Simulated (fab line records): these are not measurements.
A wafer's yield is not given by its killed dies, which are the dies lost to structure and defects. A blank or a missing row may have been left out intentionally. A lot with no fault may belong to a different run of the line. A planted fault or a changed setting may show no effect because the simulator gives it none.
Split-lot trial | flow n5-finfet | 39 wafers read from 7 lots, route of 1938 steps

== ON THE SPLIT ==
At N5_HKMG_FIN_ETCH_31 (etches SiARC in CF4, target depth 45.5 nm, time 75.8 s), the setting bias-w was moved away from the recipe's 36 W on 18 of the 39 wafers read, by -18.0% to +15.2%. For the rest of the wafers, this setting stayed at what the recipe calls for.

The split's own step is where the reading is taken.

== THE READING ==
rf-vpp-V, in V, at N5_HKMG_FIN_ETCH_31 (etches SiARC in CF4, target depth 45.5 nm, time 75.8 s). Fault-free wafers of this fab line usually give 184.3 V, standard deviation 1.2 V.

wafer  | tool, chamber at the split | bias-w as run, W | against the recipe | rf-vpp-V, V | against lot-mates on the recipe
L074.1 | rie-diel-05, 1             | 36               | recipe             | 182.8       | -
L074.2 | rie-diel-05, 2             | 41.48            | +15.2%             | 200.4       | +16.9
L074.3 | rie-diel-05, 0             | 36               | recipe             | 185.6       | -
L074.4 | rie-diel-05, 3             | 41.48            | +15.2%             | 199.5       | +16.0
L074.5 | rie-diel-05, 1             | 36               | recipe             | 182.2       | -
L074.6 | rie-diel-05, 0             | 41.48            | +15.2%             | 202.9       | +19.4
L079.1 | rie-diel-05, 1             | 36               | recipe             | 182.7       | -
L079.3 | rie-diel-05, 0             | 36               | recipe             | 184.5       | -
L079.6 | rie-diel-05, 2             | 36               | recipe             | 183.5       | -
L080.1 | rie-diel-04, 1             | 36               | recipe             | 184.0       | -
L080.2 | rie-diel-04, 3             | 39.62            | +10.1%             | 197.3       | +12.8
L080.3 | rie-diel-04, 0             | 39.62            | +10.1%             | 194.6       | +10.1
L080.4 | rie-diel-04, 2             | 36               | recipe             | 184.2       | -
L080.5 | rie-diel-04, 1             | 39.62            | +10.1%             | 196.9       | +12.4
L080.6 | rie-diel-04, 0             | 36               | recipe             | 185.2       | -
L081.1 | rie-diel-01, 1             | 31.69            | -12.0%             | 169.4       | -14.6
L081.2 | rie-diel-01, 2             | 31.69            | -12.0%             | 168.9       | -15.1
L081.3 | rie-diel-01, 0             | 36               | recipe             | 185.4       | -
L081.4 | rie-diel-01, 3             | 36               | recipe             | 184.3       | -
L081.5 | rie-diel-01, 2             | 31.69            | -12.0%             | 169.8       | -14.2
L081.6 | rie-diel-01, 1             | 36               | recipe             | 182.4       | -
L082.1 | rie-diel-04, 2             | 30.46            | -15.4%             | 165.6       | -19.1
L082.2 | rie-diel-04, 0             | 36               | recipe             | 183.6       | -
L082.3 | rie-diel-04, 3             | 36               | recipe             | 186.6       | -
L082.4 | rie-diel-04, 1             | 36               | recipe             | 184.0       | -
L082.5 | rie-diel-04, 2             | 30.46            | -15.4%             | 166.4       | -18.3
L082.6 | rie-diel-04, 1             | 30.46            | -15.4%             | 164.5       | -20.2
L084.1 | rie-diel-05, 0             | 29.51            | -18.0%             | 163.2       | -22.5
L084.2 | rie-diel-05, 2             | 29.51            | -18.0%             | 163.8       | -21.9
L084.3 | rie-diel-05, 1             | 36               | recipe             | 187.1       | -
L084.4 | rie-diel-05, 3             | 36               | recipe             | 185.1       | -
L084.5 | rie-diel-05, 3             | 29.51            | -18.0%             | 163.7       | -22.0
L084.6 | rie-diel-05, 0             | 36               | recipe             | 184.9       | -
L091.1 | rie-diel-05, 1             | 36               | recipe             | 185.2       | -
L091.2 | rie-diel-05, 2             | 38.88            | +8.0%              | 193.9       | +9.0
L091.3 | rie-diel-05, 3             | 36               | recipe             | 185.8       | -
L091.4 | rie-diel-05, 0             | 36               | recipe             | 183.8       | -
L091.5 | rie-diel-05, 0             | 38.88            | +8.0%              | 196.8       | +11.9
L091.6 | rie-diel-05, 1             | 38.88            | +8.0%              | 194.5       | +9.6

THE FIT
A straight line over all 39 wafers: rf-vpp-V changes by +1.18 V for each +1% of bias-w; r = +0.99; the points scatter about the line by 1.4 V.
The same after taking each lot's own level away (the mean of its wafers on the recipe; 39 wafers): +1.21 V for each +1%; r = +1.00; scatter 1.1 V.
That fit puts the effect of the largest move of bias-w on the reading at 22 V.
The lots' own levels span 183.53 to 185.70 V, that is 1.8 times the standard deviation above.
The two slopes are in agreement: the lot-to-lot level therefore moves the slope only a little.
Check: -21.9 V against its lot-mates is what the line predicts for one of the wafers moved furthest among these (-18.0%) when that wafer is left out of the fit. Against them it came out at -22.5 V.
Tool readings at the split's step, against how far the setting was moved: rf-vpp-V r = +0.99.

== OTHER SPLITS APPLIED TO THESE WAFERS ==
These wafers also went through other splits before the reading. Each is held against what the fit with the lots' levels taken away leaves over:
other split on the same wafers        | wafers away from the commonest value | r with rf-vpp-V (lot level and that fit taken away)
N5_FIN_SAQP_MANDREL_ETCH_22 icp-w     | 18                                   | -0.20
N5_FIN_SAQP_SPACER1_ALD_24 ald-cycles | 12                                   | +0.14
N5_HKMG_FIN_ETCH_54 bias-w            | 12                                   | -0.17

== FILE'S OWN FIT ==
rf-vpp-V changes by +1.21 V for each +1% of bias-w, r = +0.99.
